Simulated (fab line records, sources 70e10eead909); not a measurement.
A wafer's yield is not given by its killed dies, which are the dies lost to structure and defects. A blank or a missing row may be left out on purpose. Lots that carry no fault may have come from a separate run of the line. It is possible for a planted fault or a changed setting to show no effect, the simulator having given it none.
fab line records	flow nand-harc
record: lots: 24	wafers: 72	last-day: 34
route steps=1302 shown P_BONDPAD@379 A_SOURCE_PLATE@420 A_CHANNEL_HOLE_D1@471 A_CHANNEL_FILL_D1@492
lots that met no fault: from a run of the same line without faults
start-h: the number of hours between the record's first day and the start of the first shown wafer of the lot	wait-h: hours from the lot's prior step to this one	" unchanged from the row above	L1.1+2: one row covering several wafers at once	- no value present, or no start provided	* or withheld: withheld	< > ~ a bound
route shown NAME@n: a module of which the file shows steps, and the number in the route of the first	usual: average and standard deviation across the fault-free wafers	same: alike in all rows	chamber/n: place in a boat	sites: each site's reading	_std_site: their standard deviation	_edge_site: inner sites' mean taken away from outer sites' mean	radius-mm: for every site, how far away it sits from the centre of the wafer	mask NAME#n: copy n	behind: the last tool/chamber to shape the wafer	hold: why the lot was held/for how many hours/how that ended	device: transistor that didn't switch, given as n, p or np	end of line: the same wafers' tests at the end of the route	a step with no rows: only its recipe	killed: dies lost to structure and defects at the first sort, not the wafer's yield	map: dies across one wafer; x = killed, . = not, _ = none there
set.NAME: the setting that was run; set.NAME@STEP: the one run at that earlier step	model.NAME: the simulator's own value behind a step, which no gauge read
a sample of lots followed through the steps of the route, with each step as a table and each wafer as a row
services: a tool's chamber out of use, with start hour (start-h, from the record's first day; less than 0 if before it), hours out, and reason
== steps ==
step: NHARC_P_BONDPAD_ANNEAL_28
recipe: temp-c: 225	time-s: 90
usual: wafer_temp_C_max: 226.26/0.25
lot.wafer	tool	chamber	start-h	wait-h	wafer_temp_C_max
L074.2	rtp-anneal-02	0	132.59	-	226.64
L074.5	"	0	"	"	226.29
L074.6	"	0	"	"	226.57
L075.2	rtp-anneal-02	0	144.64	-	226.28
L075.5	"	0	"	"	226.48
L075.6	"	0	"	"	226.07
L076.1	rtp-anneal-02	0	166.16	0.3	226.25
L076.2	"	0	"	"	226.20
L076.6	"	0	"	"	226.12
L077.1	rtp-anneal-01	0	171.33	0.3	226.71
L077.3	"	0	"	"	226.36
L077.5	"	0	"	"	226.44
L078.2	rtp-anneal-01	0	175.12	-	226.37
L078.3	"	0	"	"	226.09
L078.4	"	0	"	"	226.30
L079.2	rtp-anneal-02	0	190.76	0.3	226.26
L079.3	"	0	"	"	226.56
L079.4	"	0	"	"	225.94
L080.3	rtp-anneal-02	0	201.62	0.3	226.07
L080.5	"	0	"	"	226.35
L080.6	"	0	"	"	226.03
L081.4	rtp-anneal-02	0	203.75	0.4	226.25
L081.5	"	0	"	"	226.17
L081.6	"	0	"	"	226.25
L083.2	rtp-anneal-01	0	221.94	0.4	226.23
L083.3	"	0	"	"	226.18
L083.6	"	0	"	"	226.21
L082.1	rtp-anneal-02	0	222.71	-	225.91
L082.2	"	0	"	"	226.44
L082.4	"	0	"	"	226.20
L084.2	rtp-anneal-02	0	234.66	0.3	225.94
L084.4	"	0	"	"	225.87
L084.5	"	0	"	"	226.52
L085.1	rtp-anneal-01	0	251.12	0.3	226.56
L085.3	"	0	"	"	226.41
L085.6	"	0	"	"	227.09
L086.2	rtp-anneal-01	0	255.89	0.4	226.15
L086.4	"	0	"	"	226.04
L086.5	"	0	"	"	226.20
L088.1	rtp-anneal-01	0	281.53	0.3	226.33
L088.5	"	0	"	"	226.18
L088.6	"	0	"	"	226.21
L087.1	rtp-anneal-01	0	282.19	-	225.95
L087.3	"	0	"	"	226.63
L087.4	"	0	"	"	226.33
L089.1	rtp-anneal-02	0	288.74	-	225.99
L089.4	"	0	"	"	226.16
L089.5	"	0	"	"	226.51
L090.1	rtp-anneal-02	0	296.72	0.3	226.30
L090.4	"	0	"	"	225.77
L090.6	"	0	"	"	226.58
L091.2	rtp-anneal-02	0	307.77	0.4	225.93
L091.3	"	0	"	"	226.10
L091.6	"	0	"	"	226.59
L092.2	rtp-anneal-02	0	312.06	-	225.88
L092.4	"	0	"	"	225.94
L092.5	"	0	"	"	226.10
L093.4	rtp-anneal-02	0	332.36	0.4	226.61
L093.5	"	0	"	"	226.48
L093.6	"	0	"	"	226.55
L094.1	rtp-anneal-02	0	339.42	0.3	226.11
L094.4	"	0	"	"	226.05
L094.6	"	0	"	"	226.06
L095.1	rtp-anneal-01	0	353.75	0.4	225.74
L095.3	"	0	"	"	226.26
L095.6	"	0	"	"	226.17
L096.1	rtp-anneal-01	0	356.73	-	226.33
L096.4	"	0	"	"	226.41
L096.6	"	0	"	"	226.68
L097.2	rtp-anneal-01	0	364.71	-	225.90
L097.3	"	0	"	"	226.18
L097.5	"	0	"	"	226.14
step: NHARC_A_SOURCE_PLATE_THK_MEAS_06
recipe: thk-meas-gauge: ellipsometry
usual: thk-nm: 199.4/2.3
lot.wafer	tool	chamber	start-h	wait-h	thk-nm
L074.2	film-metro-01	-	155.48	0.4	196.2
L074.5	"	-	"	"	197.3
L074.6	"	-	"	"	195.1
L075.2	film-metro-02	-	168.37	0.4	202.1
L075.5	"	-	"	"	202.1
L075.6	"	-	"	"	202.5
L076.1	film-metro-02	-	190.76	0.4	203.0
L076.2	"	-	"	"	203.3
L076.6	"	-	"	"	202.6
L077.1	film-metro-01	-	195.36	0.4	200.5
L077.3	"	-	"	"	201.2
L077.5	"	-	"	"	199.7
L078.2	film-metro-01	-	198.83	0.4	201.7
L078.3	"	-	"	"	199.5
L078.4	"	-	"	"	202.3
L079.2	film-metro-02	-	214.84	0.4	200.3
L079.3	"	-	"	"	198.9
L079.4	"	-	"	"	200.1
L081.4	film-metro-02	-	225.05	0.4	198.7
L081.5	"	-	"	"	198.9
L081.6	"	-	"	"	200.9
L080.3	film-metro-01	-	225.05	0.4	197.4
L080.5	"	-	"	"	199.7
L080.6	"	-	"	"	196.6
L082.1	film-metro-01	-	245.31	0.4	198.2
L082.2	"	-	"	"	196.4
L082.4	"	-	"	"	197.9
L083.2	film-metro-02	-	245.31	0.4	200.2
L083.3	"	-	"	"	196.2
L083.6	"	-	"	"	200.7
L084.2	film-metro-01	-	258.74	0.4	202.5
L084.4	"	-	"	"	200.4
L084.5	"	-	"	"	202.0
L085.1	film-metro-02	-	274.07	0.4	204.9
L085.3	"	-	"	"	201.8
L085.6	"	-	"	"	203.7
L086.2	film-metro-01	-	278.55	0.4	198.8
L086.4	"	-	"	"	199.8
L086.5	"	-	"	"	199.4
L088.1	film-metro-02	-	305.15	0.4	200.8
L088.5	"	-	"	"	198.7
L088.6	"	-	"	"	200.7
L087.1	film-metro-02	-	305.15	0.4	200.4
L087.3	"	-	"	"	200.3
L087.4	"	-	"	"	197.3
L089.1	film-metro-02	-	314.84	0.4	195.1
L089.4	"	-	"	"	200.5
L089.5	"	-	"	"	198.4
L090.1	film-metro-02	-	322.25	0.4	200.7
L090.4	"	-	"	"	199.1
L090.6	"	-	"	"	200.6
L091.2	film-metro-02	-	331.34	0.4	202.3
L091.3	"	-	"	"	203.1
L091.6	"	-	"	"	199.4
L092.2	film-metro-02	-	338.48	0.4	198.1
L092.4	"	-	"	"	195.8
L092.5	"	-	"	"	195.4
L093.4	film-metro-02	-	355.27	0.4	196.2
L093.5	"	-	"	"	197.4
L093.6	"	-	"	"	196.0
L094.1	film-metro-01	-	362.97	0.4	200.9
L094.4	"	-	"	"	203.4
L094.6	"	-	"	"	200.8
L095.1	film-metro-01	-	377.79	0.4	197.3
L095.3	"	-	"	"	197.9
L095.6	"	-	"	"	198.0
L096.1	film-metro-01	-	377.80	0.4	197.5
L096.4	"	-	"	"	197.2
L096.6	"	-	"	"	197.1
L097.2	film-metro-02	-	388.99	0.4	197.9
L097.3	"	-	"	"	195.6
L097.5	"	-	"	"	197.5
step: NHARC_A_CHANNEL_HOLE_D1_ETCH_19
recipe: bias-v: 1200	source-w: 2500	pressure-mtorr: 15	time-s: 34.5	ar-flow-sccm: 375	c4f8-flow-sccm: 28.8	o2-flow-sccm: 96.2	temp-c: -20	target-depth-a: *	chemistry: C4F8/O2/Ar
usual: drypump-motor-current-A: 5.6/0.46	rf-fwd-power-W: 2454/16	showerhead-plenum-p-Torr: 3.65/0.13	throttle-valve-pct: 37.038/0.0098
lot.wafer	tool	chamber	start-h	wait-h	drypump-motor-current-A	rf-fwd-power-W	rf-hours-counter-h	showerhead-plenum-p-Torr	throttle-valve-pct
L074.2	har-etch-01	1	175.20	0.4	6.2	2434	88	3.78	37.026
L074.5	"	1	"	"	6.2	2434	-	3.78	37.060
L074.6	"	0	"	"	5.5	2469	-	3.58	37.031
L075.2	har-etch-02	0	188.07	0.1	5.0	2472	291	3.71	37.030
L075.5	"	1	"	"	5.5	2436	-	3.46	37.046
L075.6	"	0	"	"	4.9	2472	-	3.71	37.039
L076.1	har-etch-01	0	210.89	2.1	5.5	2467	103	3.58	37.054
L076.2	"	1	"	"	6.1	2444	103	3.77	37.029
L076.6	"	1	"	"	6.2	2447	-	3.77	37.026
L077.1	har-etch-02	1	216.93	0.4	5.5	2441	306	3.45	37.027
L077.3	"	0	"	"	4.9	2459	-	3.70	37.032
L077.5	"	1	"	"	5.5	2435	-	3.45	37.050
L078.2	har-etch-01	0	218.90	0.6	5.5	2470	111	3.57	37.034
L078.3	"	0	"	"	5.5	2463	-	3.57	37.038
L078.4	"	1	"	"	6.2	2441	-	3.76	37.033
L079.2	har-etch-01	1	235.17	0.1	6.2	2442	115	3.76	37.034
L079.4	"	0	"	"	5.5	2468	-	3.57	37.049
L079.3	"	1	"	"	6.2	2440	-	3.76	37.036
L080.3	har-etch-01	0	244.88	1.6	5.5	2471	-	3.57	37.034
L080.5	"	1	"	"	6.2	2448	-	3.76	37.031
L080.6	"	0	"	"	5.5	2470	-	3.57	37.031
L081.4	har-etch-02	0	246.27	2.4	4.9	2465	-	3.70	37.054
L081.5	"	1	"	"	5.5	2437	-	3.44	37.048
L081.6	"	0	"	"	4.9	2459	-	3.70	37.036
L082.1	har-etch-01	0	269.38	0.1	5.4	2464	137	3.56	37.021
L082.2	"	1	"	"	6.2	2442	137	3.75	37.035
L082.4	"	1	"	"	6.2	2437	-	3.75	37.022
L083.2	har-etch-02	1	271.00	1.6	5.5	2442	337	3.44	37.039
L083.3	"	0	"	"	4.9	2464	-	3.69	37.041
L083.6	"	1	"	"	5.5	2438	-	3.44	37.047
L084.2	har-etch-01	0	285.04	3.6	5.5	2457	149	3.55	37.025
L084.4	"	1	"	"	6.2	2444	-	3.74	37.051
L084.5	"	1	"	"	6.2	2448	-	3.74	37.049
L085.1	har-etch-02	1	295.81	0.1	5.5	2445	353	3.43	37.029
L085.3	"	0	"	"	4.9	2460	-	3.68	37.032
L085.6	"	1	"	"	5.5	2442	-	3.43	37.025
L086.2	har-etch-02	0	299.96	1.8	4.9	2464	356	3.68	37.031
L086.4	"	1	"	"	5.5	2441	-	3.43	37.031
L086.5	"	1	"	"	5.5	2444	-	3.43	37.041
L088.1	har-etch-01	0	323.39	0.4	5.5	2474	167	3.54	37.030
L088.6	"	1	"	"	6.2	2435	-	3.73	37.031
L088.5	"	0	"	"	5.5	2477	-	3.54	37.027
L087.1	har-etch-01	0	327.57	4.4	5.5	2474	171	3.54	37.035
L087.4	"	0	"	"	5.5	2467	-	3.54	37.051
L087.3	"	1	"	"	6.2	2425	-	3.73	37.027
L089.1	har-etch-02	0	337.73	2.3	5.0	2465	368	3.67	37.024
L089.4	"	0	"	"	4.9	2476	-	3.67	37.027
L089.5	"	0	"	"	5.0	2475	-	3.67	37.060
L090.1	har-etch-01	1	340.86	0.1	6.2	2426	183	3.72	37.025
L090.4	"	0	"	"	5.4	2460	-	3.53	37.053
L090.6	"	0	"	"	5.5	2468	-	3.53	37.058
L091.2	har-etch-01	0	353.48	2.9	5.4	2471	194	3.53	37.044
L091.3	"	1	"	"	6.2	2445	-	3.72	37.031
L091.6	"	1	"	"	6.2	2441	-	3.72	37.057
L092.2	har-etch-02	0	358.15	1.9	4.9	2469	387	3.66	37.039
L092.4	"	1	"	"	5.5	2438	-	3.98	37.048
L092.5	"	1	"	"	5.5	2451	-	3.98	37.036
L093.4	har-etch-01	0	373.26	0.1	5.5	2463	-	3.52	37.042
L093.5	"	1	"	"	6.2	2429	-	3.71	37.039
L093.6	"	0	"	"	5.5	2459	-	3.52	37.035
L094.1	har-etch-01	0	389.48	6.4	5.5	2472	217	3.51	37.053
L094.4	"	0	"	"	5.5	2465	-	3.51	37.035
L094.6	"	1	"	"	6.2	2431	-	3.70	37.043
L096.1	har-etch-01	0	397.41	2.0	5.5	2489	225	3.51	37.057
L096.4	"	1	"	"	6.2	2440	-	3.70	37.031
L096.6	"	0	"	"	5.5	2486	-	3.51	37.041
L095.1	har-etch-02	1	400.92	5.4	5.5	2449	0	3.98	37.037
L095.3	"	1	"	"	5.5	2456	-	3.98	37.032
L095.6	"	0	"	"	4.9	2469	-	3.65	37.029
L097.2	har-etch-02	0	409.27	2.1	4.9	2465	8	3.65	37.046
L097.3	"	1	"	"	5.5	2441	-	3.97	37.040
L097.5	"	1	"	"	5.5	2442	-	3.97	37.027
step: NHARC_A_CHANNEL_HOLE_D1_ETCH_24
recipe: bias-v: 5000	source-w: withheld	pressure-mtorr: 20	time-s: 906.2	ar-flow-sccm: 375	c4f8-flow-sccm: 93.8	o2-flow-sccm: 31.2	temp-c: -20	target-depth-a: 15000	chemistry: C4F8/O2/Ar
usual: drypump-motor-current-A: 5.6/0.46	showerhead-plenum-p-Torr: 3.60/0.13	throttle-valve-pct: 32.235/0.0088
lot.wafer	tool	chamber	start-h	wait-h	drypump-motor-current-A	rf-hours-counter-h	showerhead-plenum-p-Torr	throttle-valve-pct
L074.2	har-etch-01	1	177.32	0.6	6.2	90	3.73	32.253
L074.5	"	1	"	"	6.2	-	3.73	32.212
L074.6	"	0	"	"	5.4	-	3.54	32.251
L075.2	har-etch-02	0	190.31	0.6	4.9	293	3.67	32.249
L075.5	"	1	"	"	5.5	-	3.42	32.231
L075.6	"	0	"	"	4.9	-	3.67	32.221
L076.1	har-etch-01	0	213.01	0.6	5.5	105	3.53	32.228
L076.2	"	1	"	"	6.2	105	3.72	32.235
L076.6	"	1	"	"	6.2	-	3.72	32.226
L077.1	har-etch-02	1	219.16	0.6	5.5	309	3.42	32.229
L077.3	"	0	"	"	4.9	-	3.66	32.226
L077.5	"	1	"	"	5.5	-	3.42	32.242
L078.2	har-etch-01	0	221.03	0.6	5.5	113	3.53	32.233
L078.3	"	0	"	"	5.5	-	3.53	32.239
L078.4	"	1	"	"	6.2	-	3.71	32.256
L079.2	har-etch-01	1	237.40	0.6	6.2	117	3.71	32.231
L079.4	"	0	"	"	5.4	-	3.53	32.241
L079.3	"	1	"	"	6.2	-	3.71	32.231
L080.3	har-etch-01	0	247.36	0.6	5.5	-	3.52	32.230
L080.5	"	1	"	"	6.1	-	3.71	32.229
L080.6	"	0	"	"	5.5	-	3.52	32.229
L081.4	har-etch-02	0	248.71	0.6	4.9	-	3.65	32.241
L081.5	"	1	"	"	5.5	-	3.41	32.237
L081.6	"	0	"	"	4.9	-	3.65	32.236
L082.1	har-etch-01	0	271.52	0.6	5.5	139	3.52	32.233
L082.2	"	1	"	"	6.2	139	3.70	32.230
L082.4	"	1	"	"	6.2	-	3.70	32.222
L083.2	har-etch-02	1	273.24	0.6	5.5	339	3.40	32.239
L083.3	"	0	"	"	4.9	-	3.64	32.236
L083.6	"	1	"	"	5.5	-	3.40	32.234
L084.2	har-etch-01	0	287.26	0.6	5.5	151	3.51	32.225
L084.4	"	1	"	"	6.2	-	3.69	32.238
L084.5	"	1	"	"	6.2	-	3.69	32.238
L085.1	har-etch-02	1	298.04	0.6	5.5	355	3.39	32.241
L085.3	"	0	"	"	4.9	-	3.63	32.254
L085.6	"	1	"	"	5.5	-	3.39	32.235
L086.2	har-etch-02	0	302.20	0.6	4.9	359	3.63	32.231
L086.4	"	1	"	"	5.5	-	3.39	32.250
L086.5	"	1	"	"	5.5	-	3.39	32.225
L088.1	har-etch-01	0	325.66	0.6	5.5	170	3.50	32.243
L088.6	"	1	"	"	6.2	-	3.68	32.228
L088.5	"	0	"	"	5.5	-	3.50	32.226
L087.1	har-etch-01	0	329.70	0.6	5.5	173	3.50	32.236
L087.4	"	0	"	"	5.5	-	3.50	32.226
L087.3	"	1	"	"	6.2	-	3.68	32.243
L089.1	har-etch-02	0	341.99	1.2	4.9	372	3.62	32.254
L089.4	"	0	"	"	4.9	-	3.62	32.234
L089.5	"	0	"	"	4.9	-	3.62	32.218
L090.1	har-etch-01	1	343.00	0.6	6.2	185	3.68	32.241
L090.4	"	0	"	"	5.4	-	3.49	32.229
L090.6	"	0	"	"	5.5	-	3.49	32.226
L091.2	har-etch-01	0	355.71	0.6	5.5	196	3.49	32.243
L091.3	"	1	"	"	6.1	-	3.67	32.235
L091.6	"	1	"	"	6.2	-	3.67	32.244
L092.2	har-etch-02	0	360.28	0.6	4.9	389	3.61	32.233
L092.4	"	1	"	"	5.5	-	3.92	32.250
L092.5	"	1	"	"	5.5	-	3.92	32.228
L093.4	har-etch-01	0	375.71	0.6	5.5	-	3.48	32.223
L093.5	"	1	"	"	6.2	-	3.66	32.237
L093.6	"	0	"	"	5.5	-	3.48	32.237
L094.1	har-etch-01	0	391.60	0.6	5.5	220	3.48	32.226
L094.4	"	0	"	"	5.5	-	3.47	32.230
L094.6	"	1	"	"	6.2	-	3.66	32.255
L096.1	har-etch-01	0	399.55	0.6	5.5	227	3.47	32.241
L096.4	"	1	"	"	6.2	-	3.65	32.235
L096.6	"	0	"	"	5.5	-	3.47	32.215
L095.1	har-etch-02	1	403.16	0.6	5.5	2	3.92	32.230
L095.3	"	1	"	"	5.5	-	3.92	32.233
L095.6	"	0	"	"	4.9	-	3.61	32.236
L097.2	har-etch-02	0	411.49	0.6	4.9	10	3.60	32.233
L097.3	"	1	"	"	5.5	-	3.91	32.231
L097.5	"	1	"	"	5.5	-	3.91	32.222
step: NHARC_A_CHANNEL_HOLE_D1_ETCH_44
recipe: target-depth-a: 1400	overetch-a: 140	time-s: 77	ion-energy-ev: 100	cf4-flow-sccm: 80	o2-flow-sccm: 20	ar-flow-sccm: 0	rf-w: 300	bias-w: 100	chemistry: CF4/O2
usual: drypump-motor-current-A: 5.7/0.36	oes-product-au: 1.000/0.011	rf-fwd-power-W: 298.2/1.1	rf-vpp-V: 197.7/1.2	showerhead-plenum-p-Torr: 1.33/0.042	throttle-valve-pct: 13.397/0.0089
lot.wafer	tool	chamber	start-h	wait-h	drypump-motor-current-A	oes-product-au	rf-fwd-power-W	rf-hours-counter-h	rf-vpp-V	showerhead-plenum-p-Torr	throttle-valve-pct
L074.2	rie-diel-11	0	180.66	0.1	5.7	1.010	296.9	7	198.0	1.30	13.394
L074.5	"	1	"	"	5.9	0.988	299.1	-	199.2	1.39	13.387
L074.6	"	2	"	"	5.2	1.016	298.0	-	197.7	1.36	13.406
L075.2	rie-diel-11	1	192.97	0.1	5.9	0.987	298.9	8	198.9	1.39	13.372
L075.5	"	3	"	"	5.5	1.002	298.3	-	197.8	1.33	13.411
L075.6	"	0	"	"	5.6	1.010	297.3	-	197.2	1.30	13.395
L076.2	rie-diel-05	2	215.61	0.1	6.1	1.006	298.5	47	196.7	1.29	13.404
L076.1	"	3	"	"	6.4	1.021	298.7	55	195.2	1.25	13.399
L076.6	"	3	"	"	6.4	1.017	298.4	-	195.1	1.25	13.392
L077.3	rie-diel-11	1	221.63	0.1	5.9	0.986	299.2	11	199.2	1.39	13.402
L077.1	"	0	"	"	5.7	1.000	297.9	11	196.8	1.30	13.386
L077.5	"	1	"	"	5.9	0.979	299.6	-	198.1	1.39	13.404
L078.3	rie-diel-11	2	223.60	0.1	5.2	1.007	300.0	11	199.3	1.36	13.389
L078.2	"	0	"	"	5.7	1.024	299.0	11	197.3	1.30	13.397
L078.4	"	1	"	"	5.8	0.977	299.7	11	198.7	1.39	13.387
L079.2	rie-diel-11	2	239.86	0.1	5.2	1.009	298.3	12	198.0	1.36	13.409
L079.4	"	0	"	"	5.7	1.017	297.0	13	197.7	1.30	13.385
L079.3	"	1	"	"	5.8	0.984	298.5	13	197.8	1.38	13.401
L080.3	rie-diel-11	2	249.57	0.1	5.1	1.012	299.4	14	198.9	1.36	13.392
L080.6	"	1	"	"	5.9	0.991	299.0	-	199.7	1.39	13.386
L080.5	"	2	"	"	5.2	1.005	299.3	-	199.5	1.36	13.388
L081.4	rie-diel-11	2	250.94	0.1	5.2	1.010	298.6	14	198.8	1.36	13.404
L081.6	"	3	"	"	5.4	1.007	298.4	-	197.7	1.33	13.390
L081.5	"	0	"	"	5.7	1.008	296.8	-	196.2	1.30	13.379
L082.4	rie-diel-11	0	274.13	0.1	5.7	0.988	298.4	1	196.3	1.30	13.399
L082.1	"	1	"	"	5.8	0.996	298.3	1	199.6	1.38	13.400
L082.2	"	2	"	"	5.2	1.006	299.3	1	196.7	1.36	13.389
L083.3	rie-diel-11	1	275.71	0.1	5.8	1.000	299.0	1	197.5	1.38	13.391
L083.2	"	0	"	"	5.7	0.997	297.1	1	197.4	1.30	13.407
L083.6	"	2	"	"	5.2	1.014	298.4	-	198.3	1.36	13.384
L084.2	rie-diel-11	1	289.73	0.1	5.9	1.008	298.8	2	199.8	1.38	13.387
L084.4	"	2	"	"	5.2	1.004	300.9	3	198.7	1.36	13.377
L084.5	"	3	"	"	5.4	1.003	297.4	-	198.9	1.33	13.388
L085.1	rie-diel-11	2	300.51	0.1	5.2	0.998	298.7	5	196.9	1.36	13.389
L085.3	"	3	"	"	5.4	1.001	299.3	5	197.3	1.33	13.389
L085.6	"	1	"	"	5.8	1.014	299.0	-	199.5	1.38	13.406
L086.4	rie-diel-11	0	304.69	0.1	5.7	0.982	297.8	4	197.0	1.30	13.383
L086.2	"	1	"	"	5.8	1.013	298.7	4	199.8	1.38	13.400
L086.5	"	1	"	"	5.9	0.999	299.5	-	199.3	1.38	13.402
L088.1	rie-diel-11	2	328.16	0.1	5.2	0.994	298.7	7	197.4	1.36	13.404
L088.6	"	3	"	"	5.4	0.985	296.9	-	197.2	1.33	13.390
L088.5	"	0	"	"	5.7	0.979	299.3	-	197.2	1.29	13.414
L087.4	rie-diel-05	2	332.29	0.1	6.1	0.994	297.2	29	196.2	1.28	13.403
L087.1	"	0	"	"	5.8	1.011	297.2	35	196.9	1.32	13.407
L087.3	"	1	"	"	6.1	1.001	299.2	31	197.0	1.30	13.388
L090.1	rie-diel-05	0	345.64	0.1	5.8	1.004	296.8	39	196.9	1.32	13.402
L090.6	"	3	"	"	6.4	1.004	296.9	-	195.1	1.24	13.411
L090.4	"	0	"	"	5.8	1.005	297.8	-	196.8	1.32	13.393
L089.4	rie-diel-05	3	347.46	0.1	6.4	1.004	298.2	37	195.5	1.24	13.386
L089.1	"	1	"	"	6.1	1.005	300.4	35	197.6	1.30	13.390
L089.5	"	3	"	"	6.4	0.994	299.0	-	195.4	1.24	13.402
L091.3	rie-diel-11	1	358.18	0.1	5.9	1.004	299.3	7	199.6	1.38	13.406
L091.2	"	0	"	"	5.7	0.988	296.9	8	196.8	1.29	13.414
L091.6	"	1	"	"	5.9	1.000	299.3	-	197.7	1.38	13.409
L092.2	rie-diel-05	3	362.90	0.1	6.4	1.011	297.9	42	194.1	1.24	13.406
L092.4	"	1	"	"	6.1	0.985	297.0	40	197.1	1.30	13.409
L092.5	"	2	"	"	6.1	1.001	298.7	-	196.0	1.28	13.383
L093.5	rie-diel-11	2	377.97	0.1	5.2	1.010	297.5	-	197.7	1.35	13.408
L093.4	"	0	"	"	5.7	0.997	298.6	-	196.3	1.29	13.395
L093.6	"	1	"	"	5.9	1.003	296.7	-	196.9	1.38	13.406
L094.4	rie-diel-11	2	394.21	0.1	5.2	0.998	298.7	12	198.7	1.35	13.396
L094.1	"	0	"	"	5.6	0.983	299.4	11	196.5	1.29	13.394
L094.6	"	1	"	"	5.9	1.008	298.9	-	198.9	1.38	13.396
L096.4	rie-diel-11	2	402.14	0.1	5.2	1.017	299.0	13	199.0	1.35	13.405
L096.1	"	3	"	"	5.4	0.984	297.0	11	197.8	1.33	13.403
L096.6	"	0	"	"	5.6	0.989	295.5	-	197.8	1.29	13.388
L095.3	rie-diel-11	3	405.63	0.1	5.4	0.996	296.8	11	198.1	1.33	13.403
L095.1	"	1	"	"	5.8	1.017	297.5	11	200.1	1.38	13.384
L095.6	"	3	"	"	5.4	1.013	298.1	-	197.1	1.33	13.386
L097.3	rie-diel-11	1	413.95	0.1	5.8	1.007	298.5	12	198.4	1.38	13.406
L097.2	"	0	"	"	5.7	0.984	296.4	12	197.2	1.29	13.384
L097.5	"	1	"	"	5.9	1.006	299.6	-	198.8	1.38	13.402
step: NHARC_A_CHANNEL_FILL_D1_ALD_02
recipe: target-thk-a: 60	pulse-time-s: 10	ald-cycles: 60	temp-c: 300	material: SiO2
usual: heater-power-w: 452/50	precursor-pulse-height-rel: 0.999/0.02
lot.wafer	tool	chamber	start-h	wait-h	heater-power-w	precursor-pulse-height-rel
L074.2	ald-hk-02	1	182.03	-	383	1.019
L074.6	"	2	"	"	423	1.023
L074.5	"	3	"	"	418	1.004
L075.2	ald-hk-01	1	194.88	-	486	1.036
L075.6	"	0	"	"	433	1.001
L075.5	"	1	"	"	467	1.002
L076.1	ald-hk-03	1	216.80	-	536	1.035
L076.2	"	3	"	"	427	0.963
L076.6	"	2	"	"	521	0.999
L077.3	ald-hk-02	3	224.78	-	416	0.969
L077.1	"	0	"	"	449	0.986
L077.5	"	1	"	"	376	0.982
L078.3	ald-hk-02	2	225.28	-	422	1.009
L078.2	"	0	"	"	458	1.010
L078.4	"	1	"	"	380	1.016
L079.3	ald-hk-03	2	241.03	-	502	0.985
L079.4	"	0	"	"	438	0.978
L079.2	"	1	"	"	533	0.986
L080.3	ald-hk-02	3	250.88	-	408	1.011
L080.6	"	1	"	"	368	1.006
L080.5	"	2	"	"	425	1.020
L081.4	ald-hk-03	2	252.27	-	494	0.959
L081.6	"	0	"	"	415	0.999
L081.5	"	1	"	"	545	1.007
L082.4	ald-hk-01	0	275.35	-	443	0.957
L082.1	"	1	"	"	462	0.994
L082.2	"	2	"	"	406	0.994
L083.3	ald-hk-03	2	276.89	-	501	0.989
L083.2	"	1	"	"	539	1.003
L083.6	"	3	"	"	421	1.039
L084.4	ald-hk-01	0	290.89	-	434	0.997
L084.2	"	1	"	"	475	0.999
L084.5	"	1	"	"	477	0.998
L085.1	ald-hk-02	0	301.75	-	453	1.007
L085.3	"	2	"	"	430	0.990
L085.6	"	3	"	"	407	0.991
L086.2	ald-hk-03	1	305.87	-	530	0.973
L086.4	"	3	"	"	409	0.989
L086.5	"	2	"	"	501	1.013
L088.1	ald-hk-01	3	330.15	-	533	0.999
L088.5	"	2	"	"	409	1.018
L088.6	"	3	"	"	534	1.013
L087.1	ald-hk-01	1	333.49	-	475	0.985
L087.3	"	2	"	"	408	1.005
L087.4	"	3	"	"	541	1.059
L090.1	ald-hk-01	1	346.92	-	469	0.980
L090.4	"	2	"	"	423	1.031
L090.6	"	2	"	"	405	1.007
L089.4	ald-hk-01	0	348.83	-	428	0.991
L089.1	"	1	"	"	475	0.987
L089.5	"	3	"	"	525	0.976
L091.3	ald-hk-01	0	359.51	-	435	0.981
L091.2	"	1	"	"	474	0.990
L091.6	"	2	"	"	405	1.005
L092.2	ald-hk-03	1	364.07	-	534	1.001
L092.4	"	3	"	"	413	1.003
L092.5	"	1	"	"	533	1.035
L093.4	ald-hk-03	0	379.31	-	421	1.036
L093.5	"	3	"	"	416	1.020
L093.6	"	0	"	"	420	1.009
L094.4	ald-hk-03	1	395.44	-	539	0.992
L094.1	"	3	"	"	416	1.002
L094.6	"	0	"	"	414	0.980
L096.4	ald-hk-02	2	403.29	-	444	1.033
L096.1	"	1	"	"	381	0.964
L096.6	"	3	"	"	410	1.009
L095.3	ald-hk-02	3	406.81	-	402	0.991
L095.1	"	2	"	"	447	1.017
L095.6	"	3	"	"	396	0.981
L097.3	ald-hk-01	0	415.21	-	431	0.997
L097.2	"	2	"	"	400	1.008
L097.5	"	0	"	"	427	1.028
== services ==
tool	chamber	start-h	hours	kind
ald-hk-01	-	119.50	10.0	pm
rie-diel-05	-	129.09	0.5	repair
rie-diel-05	1	134.03	2.9	repair
rie-diel-11	3	134.97	5.1	repair
rie-diel-11	3	149.52	2.6	repair
ald-hk-02	-	170.00	10.0	pm
ald-hk-01	-	196.45	1.2	repair
ald-hk-02	-	204.80	9.1	repair
rie-diel-11	-	208.00	0.4	repair
rie-diel-11	0	209.00	6.9	repair
ald-hk-03	-	220.18	10.0	pm
rie-diel-05	-	229.65	9.0	pm
rie-diel-11	1	231.43	1.4	repair
rie-diel-11	-	255.50	9.0	pm
rie-diel-05	0	287.53	2.8	repair
rie-diel-11	-	295.58	0.6	repair
ald-hk-01	-	297.50	10.0	pm
rie-diel-11	1	320.92	8.0	repair
rie-diel-05	1	344.18	2.7	repair
ald-hk-02	-	348.00	10.0	pm
rtp-anneal-01	-	372.04	12.0	pm
rie-diel-11	3	375.94	9.2	repair
har-etch-02	-	383.90	17.0	pm
rie-diel-05	-	406.94	9.0	pm
== key ==
fault none
